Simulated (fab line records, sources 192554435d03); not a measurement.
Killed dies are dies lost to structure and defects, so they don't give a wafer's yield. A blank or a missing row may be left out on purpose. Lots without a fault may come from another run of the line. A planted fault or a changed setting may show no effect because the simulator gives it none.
fab line records | flow n5_finfet
record lots=9 wafers=27 last_day=18
route steps=1938 shown BEOL_M4@1111 MIM_TOP@1834 MIM_BOT_ETCH@1869 TV_OPEN@1890 PASSIVATION@1905
lots that met no fault: from a run of the same line without faults
start_h: hours from the record's first day to the start of the lot's first wafer shown | wait_h: hours since the lot's step before | " the same as in the row above | L1.1+2: a row that stands for several wafers | - no value, or no start given | * or withheld: withheld | < > ~ a bound
route shown NAME@n: a module of which the file shows steps, and the number in the route of the first | usual: mean/standard deviation of fault-free wafers | same: alike in all rows | chamber/n: place in a boat | sites: the reading at each site | _std_site: their standard deviation | _edge_site: outer sites' mean less inner sites' | radius_mm: how far each site lies from the wafer's centre | mask NAME#n: copy n | behind: the tool/chamber that last shaped the wafer | hold: why the lot was held/for how many hours/how that ended | device: the transistor (n, p or np) that didn't switch | end of line: the same wafers' tests at the end of the route | a step without rows: its recipe alone | killed: dies lost to structure and defects at the first sort, not the wafer's yield | map: a wafer's dies, x killed, . not, _ none there
set.NAME: the setting as run; set.NAME@STEP: as run at that earlier step | model.NAME: the simulator's own value behind a step, which no gauge read
steps of the route over a sample of lots; a table a step, a row a wafer
services: from which hour (start_h, from the record's first day; less than 0 if before it) a tool's chamber was out of use, for how many hours, and why
## steps
# step N5_BEOL_M4_RC_MEAS_101
# usual DIBL_N=36.3/1.8 DIBL_P=36.5/2.1 IOFF_N=0.16/0.031 IOFF_P=0.22/0.038 ION_N=677/12 ION_P=466/7.8 SS_N=71.5/0.61 SS_P=73.2/0.7 VT_N=249/3 VT_P=-248.9/3
# columns lot.wafer tool chamber start_h wait_h DIBL_N[mV/V] DIBL_P[mV/V] IOFF_N[nA/um] IOFF_P[nA/um] ION_N[uA/um] ION_P[uA/um] SS_N[mV/dec] SS_P[mV/dec] VT_N[mV] VT_P[mV]
L781.2 prober-02 0 217.02 0.2 35.5 37.0 0.17 0.27 689 478 71.1 73.5 246 -243.1
L781.5 " 0 " " 34.6 35.8 0.15 0.24 687 480 71.0 72.2 249 -246.4
L781.6 " 0 " " 39.3 42.0 0.28 0.38 708 488 72.2 73.6 238 -240.6
L783.1 prober-02 0 234.31 0.0 34.3 34.6 0.14 0.21 661 460 71.6 73.9 251 -247.7
L783.3 " 0 " " 34.2 35.0 0.15 0.21 677 472 71.1 73.3 250 -246.4
L783.4 " 0 " " 34.7 35.8 0.14 0.21 662 460 72.2 73.0 252 -247.3
L785.1 prober-02 0 248.72 0.0 35.6 34.6 0.15 0.21 664 460 70.8 72.6 251 -247.7
L785.3 " 0 " " 35.2 34.5 0.15 0.21 675 466 70.6 73.3 250 -248.2
L785.6 " 0 " " 36.9 36.5 0.18 0.25 675 463 71.5 73.8 248 -245.0
L786.3 prober-01 0 249.30 0.3 37.9 38.5 0.17 0.26 681 468 71.8 73.0 249 -246.4
L786.4 " 0 " " 34.4 33.2 0.11 0.18 655 456 70.1 71.7 257 -253.3
L786.5 " 0 " " 35.5 34.8 0.13 0.20 670 465 70.9 72.9 253 -249.0
L792.4 prober-02 0 281.58 0.5 34.9 35.1 0.15 0.21 681 469 71.1 72.8 247 -249.8
L792.5 " 0 " " 37.3 38.4 0.20 0.25 686 470 71.6 73.8 247 -248.2
L792.6 " 0 " " 34.2 34.0 0.14 0.18 664 462 71.3 72.1 251 -254.4
L791.1 prober-01 0 281.64 0.0 35.2 34.0 0.14 0.20 668 466 71.4 72.5 251 -248.6
L791.5 " 0 " " 35.4 34.4 0.14 0.20 670 470 70.9 72.0 250 -248.9
L791.6 " 0 " " 36.0 35.0 0.16 0.22 685 478 71.8 72.4 248 -248.1
L793.2 prober-01 0 284.47 0.2 38.0 37.9 0.18 0.22 666 456 71.7 74.5 249 -250.5
L793.4 " 0 " " 38.1 39.2 0.18 0.24 680 475 72.4 73.8 248 -251.5
L793.5 " 0 " " 37.2 37.7 0.17 0.21 685 466 71.8 73.5 246 -250.0
L794.2 prober-02 0 300.58 0.2 33.1 33.0 0.12 0.19 661 466 70.7 71.9 255 -247.7
L794.4 " 0 " " 34.5 34.4 0.14 0.21 685 470 70.8 73.4 251 -247.6
L794.6 " 0 " " 35.5 35.7 0.16 0.23 669 469 70.9 72.7 248 -248.0
L796.2 prober-01 0 316.46 0.2 36.1 36.8 0.17 0.23 682 469 71.8 73.2 248 -249.1
L796.4 " 0 " " 36.2 36.5 0.16 0.23 682 475 71.7 72.9 248 -246.7
L796.6 " 0 " " 36.2 37.3 0.16 0.25 683 467 71.4 73.1 249 -244.5
# step N5_MIM_TOP_ALD_00
# recipe material=Al2O3 target_thk_a=* temp_c=withheld ald_precursor_family=TMA ald_co_reactant=O3 pulse_time_s=withheld purge_time_s=3 co_reactant_purge_time_s=withheld co_reactant_pulse_time_s=3 ald_cycles=withheld
# usual precursor_pulse_height_rel=1.001/0.019
# columns lot.wafer tool chamber start_h wait_h precursor_pulse_height_rel
L781.2 ald_hk-01 1 312.17 0.1 0.995
L781.5 " 1 " " 0.985
L781.6 " 0 " " 0.961
L783.1 ald_hk-01 3 334.61 0.1 0.956
L783.3 " 1 " " 0.989
L783.4 " 0 " " 0.999
L786.3 ald_hk-03 0 334.82 0.1 1.026
L786.4 " 1 " " 1.031
L786.5 " 1 " " 1.014
L785.1 ald_hk-01 2 346.54 0.1 0.995
L785.3 " 0 " " 0.999
L785.6 " 0 " " 0.989
L792.4 ald_hk-03 0 380.77 0.1 1.013
L792.5 " 2 " " 0.982
L792.6 " 1 " " 0.997
L791.1 ald_hk-01 3 383.94 0.1 0.982
L791.5 " 0 " " 1.012
L791.6 " 3 " " 1.004
L793.2 ald_hk-03 2 384.09 0.1 0.983
L793.4 " 0 " " 1.015
L793.5 " 2 " " 1.000
L794.2 ald_hk-02 1 393.96 0.1 0.983
L794.4 " 2 " " 0.973
L794.6 " 0 " " 0.994
L796.2 ald_hk-03 2 408.58 0.1 0.997
L796.4 " 1 " " 0.966
L796.6 " 3 " " 0.956
# step N5_MIM_BOT_ETCH_STRIP_01
# recipe chemistry=O2 power_w=600 temp_c=60 pressure_mtorr=30 rf_frequency_hz=6e+07 bias_power_w=0 overash_fraction=0.5 o2_flow_sccm=225
# usual drypump_motor_current_A=5.9/0.62 o2_flow_sccm=225.0/0.61 oes_product_au=0.79/0.091 rf_vpp_V=3.6/1.3 showerhead_plenum_p_Torr=2.12/0.087 throttle_valve_pct=16.59/0.28
# columns lot.wafer tool chamber start_h wait_h drypump_motor_current_A o2_flow_sccm oes_product_au rf_hours_counter_h rf_vpp_V showerhead_plenum_p_Torr throttle_valve_pct
L781.2 rie_diel-05 3 314.95 0.2 6.2 225.5 0.90 26 3.6 2.25 16.43
L781.5 " 3 " " 6.3 226.2 0.91 - 4.0 2.25 16.45
L781.6 " 0 " " 5.6 224.5 0.90 - 2.4 2.15 16.67
L783.1 rie_diel-01 2 337.85 0.8 4.9 224.8 0.65 246 5.1 1.98 16.78
L783.3 " 1 " " 6.1 225.3 0.76 152 4.2 2.19 16.77
L783.4 " 0 " " 6.8 225.6 0.70 226 4.4 2.07 16.81
L786.3 rie_diel-01 0 337.89 0.6 6.8 226.3 0.70 226 2.0 2.07 16.88
L786.4 " 1 " " 6.2 225.8 0.76 152 5.9 2.19 16.77
L786.5 " 1 " " 6.2 225.3 0.76 - 5.4 2.19 16.75
L785.1 rie_diel-01 0 348.82 0.1 6.8 226.7 0.70 231 3.2 2.06 16.86
L785.3 " 1 " " 6.1 224.5 0.75 157 2.7 2.19 16.77
L785.6 " 1 " " 6.1 224.5 0.76 - 1.6 2.19 16.77
L792.4 rie_diel-02 2 385.40 0.1 5.6 224.0 0.74 155 1.8 2.09 16.76
L792.5 " 3 " " 5.9 225.1 0.82 - 3.8 2.22 16.85
L792.6 " 0 " " 6.3 224.7 0.92 - 5.1 2.14 15.98
L791.1 rie_diel-05 1 386.26 0.1 6.5 225.4 0.91 22 4.6 2.04 15.98
L791.5 " 2 " " 5.6 225.7 0.95 - 5.4 2.15 16.48
L791.6 " 3 " " 6.2 224.5 0.87 - 4.2 2.24 16.46
L793.2 rie_diel-05 2 388.72 0.1 5.6 226.1 0.92 7 2.6 2.15 16.56
L793.4 " 1 " " 6.5 225.0 0.90 23 3.4 2.04 15.96
L793.5 " 2 " " 5.6 225.1 0.93 - 4.2 2.15 16.56
L794.2 rie_diel-02 2 400.58 0.1 5.7 225.2 0.76 159 2.6 2.08 16.75
L794.4 " 1 " " 6.5 225.3 0.81 98 1.7 2.19 16.36
L794.6 " 3 " " 6.0 225.4 0.84 - 5.1 2.22 16.87
L796.2 rie_diel-01 3 413.38 0.1 5.1 224.6 0.76 136 2.3 2.00 16.42
L796.4 " 2 " " 4.9 224.1 0.93 - 4.0 2.24 16.31
L796.6 " 1 " " 6.2 225.0 0.72 - 2.6 2.18 16.85
# step N5_PASSIVATION_ETCH_15
# recipe chemistry=CF4/N2 target=SiCN target_depth_a=750 taper_deg=2 time_s=81.2 ion_energy_ev=150 mask_material=SiNx pressure_mtorr=40 source_w=430 bias_w=70 Ar_flow_sccm=100 cf4_flow_sccm=60 n2_flow_sccm=60
# usual bias_w=70.00/0.2 cf4_flow_sccm=59.98/0.18 drypump_motor_current_A=5.8/0.4 oes_product_au=0.77/0.092 rf_vpp_V=382.2/1.8 showerhead_plenum_p_Torr=2.20/0.063 throttle_valve_pct=15.52/0.26
# columns lot.wafer tool chamber start_h wait_h bias_w cf4_flow_sccm drypump_motor_current_A oes_product_au rf_hours_counter_h rf_vpp_V showerhead_plenum_p_Torr throttle_valve_pct
L781.2 rie_diel-06 1 316.38 - 70.06 60.31 5.3 0.69 181 381.9 2.20 15.56
L781.5 " 0 " " 70.04 60.37 5.4 0.70 - 381.5 2.18 15.95
L781.6 " 1 " " 69.79 60.02 5.3 0.70 - 380.8 2.20 15.54
L786.3 rie_diel-06 1 340.48 - - - - - - - - -
L786.4 " 0 " " - - - - - - - -
L786.5 " 0 " " - - - - - - - -
L783.1 rie_diel-04 0 340.86 - - - - - - - - -
L783.3 " 1 " " - - - - - - - -
L783.4 " 3 " " - - - - - - - -
L785.1 rie_diel-06 0 353.03 - - - - - - - - -
L785.3 " 2 " " - - - - - - - -
L785.6 " 1 " " - - - - - - - -
L792.4 rie_diel-04 0 387.02 - 70.00 59.90 6.1 0.78 129 382.6 2.21 15.13
L792.5 " 2 " " 70.29 60.36 6.4 0.89 - 383.0 2.24 15.39
L792.6 " 3 " " 69.74 60.13 5.3 0.69 - 384.3 2.26 15.88
L791.1 rie_diel-04 3 391.54 - 70.27 59.88 5.3 0.69 248 384.1 2.26 15.90
L791.5 " 3 " " 69.82 59.71 5.4 0.70 - 384.0 2.26 15.89
L791.6 " 0 " " 69.92 60.15 6.1 0.79 - 381.2 2.21 15.13
L793.2 rie_diel-06 3 392.05 - 69.82 60.15 6.0 0.94 5 386.0 2.34 15.31
L793.4 " 1 " " 70.10 59.80 5.3 0.68 - 382.6 2.19 15.58
L793.5 " 3 " " 69.93 59.93 6.0 0.94 - 386.0 2.34 15.32
L794.2 rie_diel-06 3 403.12 - 69.89 60.00 6.0 0.93 8 386.4 2.34 15.33
L794.4 " 0 " " 69.94 60.21 5.4 1.03 1 381.7 2.17 15.49
L794.6 " 1 " " 69.89 59.86 5.3 0.68 - 382.6 2.19 15.60
L796.2 rie_diel-04 1 417.29 - 70.29 59.65 6.3 0.67 217 383.4 2.28 15.61
L796.4 " 0 " " 70.06 59.85 6.1 0.76 - 380.8 2.21 15.15
L796.6 " 1 " " 70.13 60.08 6.3 0.67 - 384.1 2.28 15.60
# step N5_PASSIVATION_CD_MEAS_30
# recipe target_cd_nm=4000 landing_energy_ev=500 detector=se_inlens polarity=opening
# usual cd_nm=4000.1/1.7
# columns lot.wafer tool chamber start_h wait_h cd_nm
L781.2 cd_sem-02 0 317.46 - 4003.5
L781.5 " 0 " " 4001.6
L781.6 " 0 " " 4002.6
L792.4 cd_sem-03 0 388.74 - 3999.8
L792.5 " 0 " " 3997.9
L792.6 " 0 " " 3998.6
L791.1 cd_sem-01 0 392.87 - 3998.6
L791.5 " 0 " " 3998.9
L791.6 " 0 " " 3999.1
L793.2 cd_sem-01 0 393.40 - 3998.6
L793.4 " 0 " " 3999.9
L793.5 " 0 " " 3999.6
L794.2 cd_sem-02 0 404.33 - 4000.3
L794.4 " 0 " " 4000.2
L794.6 " 0 " " 4001.7
L796.2 cd_sem-02 0 418.29 - 4001.6
L796.4 " 0 " " 4001.4
L796.6 " 0 " " 4003.1
# step N5_PASSIVATION_PROBE_49
# usual defect_limited_yield=91.2/1.5 killed_at_M0_to_M3=33/9.6 killed_at_M4_up=14/5.6 killed_at_contacts=14/5.5 killed_at_front_end=40/13 killed_at_other=4/3 killed_dies=104/17 killed_on_rim=14/4.3 killed_open=68/13 killed_short=33/7.2 sort_bin_4_leakage=0.00/0.014 sort_bin_5_function=5.2/0.95 sort_bin_6_memory=3.3/0.62 sort_n_pass=1076/17 sort_yield_pct=91.2/1.5
# same gross_dies=1180 killed_at_back_side=0 sort_bin_8_speed[%]=0
# columns lot.wafer tool chamber start_h wait_h defect_limited_yield[%] killed_at_M0_to_M3 killed_at_M4_up killed_at_contacts killed_at_front_end killed_at_other killed_dies killed_on_rim killed_open killed_short sort_bin_4_leakage[%] sort_bin_5_function[%] sort_bin_6_memory[%] sort_n_pass sort_yield_pct[%]
L786.3 prober-02 - 346.95 0.1 0 20 7 8 70 1075 1180 152 69 40 0 96.9 2.8 0 0
L786.4 prober-02 - 347.00 0.2 0 19 7 14 45 1095 1180 152 59 26 0 96.7 2.8 0 0
L786.5 prober-02 - 347.05 0.2 0 23 13 14 38 1092 1180 152 61 27 0 96.9 2.7 0 0
L783.1 prober-02 - 347.15 0.2 0 28 20 16 41 1075 1180 152 77 31 0 96.5 3.1 0 0
L783.3 prober-02 - 347.25 0.3 0 39 20 12 48 1061 1180 152 86 39 0 96.0 3.8 0 0
L783.4 prober-02 - 347.30 0.4 0 28 14 14 30 1094 1180 152 56 28 0 97.0 2.7 0 0
L785.1 prober-01 - 360.24 0.0 0 27 11 15 30 1097 1180 152 58 28 0 96.4 3.5 0 0
L785.3 prober-01 - 360.34 0.1 0 38 13 13 28 1088 1180 152 73 28 0 96.2 3.5 0 0
L785.6 prober-01 - 360.49 0.3 0 20 14 21 24 1101 1180 152 63 20 0 97.4 2.5 0 0
L791.1 prober-02 - 397.74 0.0 87.9 34 25 9 68 7 143 14 99 42 0 7.6 4.1 1037 87.9
L791.5 prober-02 - 397.94 0.2 88.7 34 25 7 61 6 133 20 80 49 0 6.4 3.8 1047 88.7
L791.6 prober-02 - 397.99 0.3 90.8 43 13 7 45 1 109 13 74 32 0 5.3 3.3 1071 90.8
L793.2 prober-01 - 400.12 0.1 90.1 39 17 15 44 2 117 14 79 36 0 6.0 3.8 1063 90.1
L793.4 prober-01 - 400.22 0.2 92.3 29 7 10 42 3 91 17 59 31 0 4.5 2.9 1089 92.3
L793.5 prober-01 - 400.27 0.2 89.3 48 12 9 55 2 126 17 78 45 0 6.3 4.1 1054 89.3
# killed by level:class
L786.3 TV_OPEN:area_etch=1071 STI_FIN_REVEAL:geometric_particle:open=18 FIN_SAQP:geometric_particle:short=16 MOL_CONTACT_COAG:geometric_particle:open=8 GATE_CUT:geometric_particle:short=7 SPACER0:geometric_particle:open=6 STI_FIN_REVEAL:geometric_particle:short=4 SPACER0:geometric_particle:short=4
L786.4 TV_OPEN:area_etch=1093 GATE_CUT:geometric_particle:open=11 MOL_CONTACT_COAG:geometric_particle:open=11 STI_FIN_REVEAL:geometric_particle:open=7 FIN_SAQP:geometric_particle:open=5 BEOL_M0_SAQP:geometric_particle:open=5 BEOL_M1:geometric_particle:open=5 FIN_SAQP:geometric_particle:short=4
L786.5 TV_OPEN:area_etch=1091 MOL_CONTACT_COAG:geometric_particle:open=9 DUMMY_GATE:geometric_particle:open=8 GATE_CUT:geometric_particle:open=6 BEOL_M1:geometric_particle:open=6 MOL_CONTACT_COAG:geometric_particle:short=5 FIN_SAQP:geometric_particle:open=4 FIN_SAQP:geometric_particle:short=4
L783.1 TV_OPEN:area_etch=1070 MOL_CONTACT_COAG:geometric_particle:open=13 STI_FIN_REVEAL:geometric_particle:open=11 FIN_SAQP:geometric_particle:open=8 BEOL_M4:geometric_particle:open=8 BEOL_M0_SAQP:geometric_particle:open=7 BEOL_M3:geometric_particle:open=6 FIN_SAQP:geometric_particle:short=5
L783.3 TV_OPEN:area_etch=1055 BEOL_M3:geometric_particle:open=15 STI_FIN_REVEAL:geometric_particle:open=13 MOL_CONTACT_COAG:geometric_particle:open=10 FIN_SAQP:geometric_particle:open=9 FIN_SAQP:geometric_particle:short=6 BEOL_M0_SAQP:geometric_particle:open=6 BEOL_M2:geometric_particle:open=6
L783.4 TV_OPEN:area_etch=1093 MOL_CONTACT_COAG:geometric_particle:open=10 FIN_SAQP:geometric_particle:open=9 FIN_SAQP:geometric_particle:short=8 BEOL_M3:geometric_particle:open=8 BEOL_M0_SAQP:geometric_particle:short=8 STI_FIN_REVEAL:geometric_particle:open=4 MOL_CONTACT_COAG:geometric_particle:short=4
L785.1 TV_OPEN:area_etch=1094 MOL_CONTACT_COAG:geometric_particle:open=12 BEOL_M1:geometric_particle:open=10 STI_FIN_REVEAL:geometric_particle:open=7 FIN_SAQP:geometric_particle:open=6 BEOL_M2:geometric_particle:open=5 BEOL_M3:geometric_particle:open=5 FIN_SAQP:geometric_particle:short=4
L785.3 TV_OPEN:area_etch=1079 MOL_CONTACT_COAG:geometric_particle:open=12 BEOL_M2:geometric_particle:open=12 BEOL_M1:geometric_particle:open=10 BEOL_M1:geometric_particle:short=6 DUMMY_GATE:geometric_particle:open=5 STARTING-WAFER:geometric_particle:open=5 FIN_SAQP:geometric_particle:open=4
L785.6 TV_OPEN:area_etch=1097 MOL_CONTACT_COAG:geometric_particle:open=17 BEOL_M4:geometric_particle:open=7 FIN_SAQP:geometric_particle:open=6 BEOL_M1:geometric_particle:open=6 DUMMY_GATE:geometric_particle:open=4 BEOL_M3:geometric_particle:open=4 MOL_CONTACT_COAG:geometric_particle:short=4
L791.1 STI_FIN_REVEAL:geometric_particle:open=18 FIN_SAQP:geometric_particle:open=15 BEOL_M4:geometric_particle:open=12 BEOL_M2:geometric_particle:open=11 FIN_SAQP:geometric_particle:short=8 DUMMY_GATE:geometric_particle:open=8 BEOL_M0_SAQP:geometric_particle:open=8 GATE_CUT:geometric_particle:open=7
L791.5 FIN_SAQP:geometric_particle:open=24 FIN_SAQP:geometric_particle:short=16 BEOL_M4:geometric_particle:open=12 BEOL_M0_SAQP:geometric_particle:short=8 BEOL_M1:geometric_particle:open=6 BEOL_M2:geometric_particle:open=6 BEOL_M4:geometric_particle:short=5 BEOL_M0_SAQP:geometric_particle:open=5
L791.6 FIN_SAQP:geometric_particle:open=13 BEOL_M0_SAQP:geometric_particle:short=12 BEOL_M4:geometric_particle:open=10 BEOL_M0_SAQP:geometric_particle:open=9 STI_FIN_REVEAL:geometric_particle:open=7 BEOL_M2:geometric_particle:open=7 MOL_CONTACT_COAG:geometric_particle:open=6 FIN_SAQP:geometric_particle:short=5
L793.2 FIN_SAQP:geometric_particle:open=12 MOL_CONTACT_COAG:geometric_particle:open=12 BEOL_M0_SAQP:geometric_particle:open=9 BEOL_M3:geometric_particle:open=9 BEOL_M0_SAQP:geometric_particle:short=8 BEOL_M4:geometric_particle:open=8 FIN_SAQP:geometric_particle:short=7 STI_FIN_REVEAL:geometric_particle:open=6
L793.4 FIN_SAQP:geometric_particle:open=13 MOL_CONTACT_COAG:geometric_particle:open=8 BEOL_M3:geometric_particle:open=8 FIN_SAQP:geometric_particle:short=7 STI_FIN_REVEAL:geometric_particle:open=7 BEOL_M0_SAQP:geometric_particle:open=6 BEOL_M0_SAQP:geometric_particle:short=4 STARTING-WAFER:geometric_particle:short=4
L793.5 BEOL_M0_SAQP:geometric_particle:open=16 FIN_SAQP:geometric_particle:short=15 BEOL_M0_SAQP:geometric_particle:short=12 STI_FIN_REVEAL:geometric_particle:open=9 DUMMY_GATE:geometric_particle:open=9 BEOL_M2:geometric_particle:open=8 FIN_SAQP:geometric_particle:open=7 MOL_CONTACT_COAG:geometric_particle:open=7
## services
# columns tool chamber start_h hours kind
rie_diel-02 2 306.72 4.8 repair
rie_diel-02 3 317.48 4.5 repair
rie_diel-02 3 329.20 11.3 repair
rie_diel-02 2 332.84 7.0 repair
rie_diel-04 3 334.18 5.4 repair
rie_diel-06 3 342.84 - clean
rie_diel-06 3 342.84 - consumable_replace:esc
rie_diel-06 3 342.84 - consumable_replace:focus_ring
rie_diel-06 3 342.84 - consumable_replace:showerhead
rie_diel-06 3 342.84 36.3 scheduled_down
rie_diel-06 3 342.84 36.3 vent_cycle
rie_diel-01 3 344.13 12.7 repair
ald_hk-02 - 350.66 1.1 repair
rie_diel-01 2 357.00 - clean
ald_hk-01 - 378.36 4.3 pm
rie_diel-06 0 379.16 - clean
rie_diel-06 0 379.16 - consumable_replace:focus_ring
rie_diel-06 0 379.16 18.8 scheduled_down
rie_diel-06 0 379.16 18.8 vent_cycle
rie_diel-02 0 379.82 4.5 repair
rie_diel-05 1 389.81 22.9 repair
ald_hk-02 - 395.01 2.8 pm
rie_diel-02 - 408.69 14.6 pm
rie_diel-04 2 411.76 6.3 repair
## key
first_sign step=N5_PASSIVATION_ETCH_15 reading=tool_record direction=missing
effect step=N5_PASSIVATION_PROBE_49 reading=killed_at_other direction=up sigmas=99+ usual=4 struck=1086
more_kills_born_at N5_PASSIVATION_ETCH_15@rie_diel-06=6522 N5_PASSIVATION_ETCH_15@rie_diel-04=3218
met_at N5_PASSIVATION_ETCH_15
struck_lots L783,L785,L786
later_rows_left_out L783.1,L783.3,L783.4,L785.1,L785.3,L785.6,L786.3,L786.4,L786.5
not_acting_at N5_MIM_TOP_ALD_00,N5_MIM_BOT_ETCH_STRIP_01,N5_PASSIVATION_CD_MEAS_30
onset_between 316.38 340.48
fault kind=skipped_step_whole tool=rie_diel-04,rie_diel-06 chamber=- onset_h=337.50 steps=N5_PASSIVATION_ETCH_15 scope=struck_lots_only
# later_rows_left_out: the simulator's readings of these wafers behind a module that went badly wrong aren't trusted and aren't shown, but for the sort
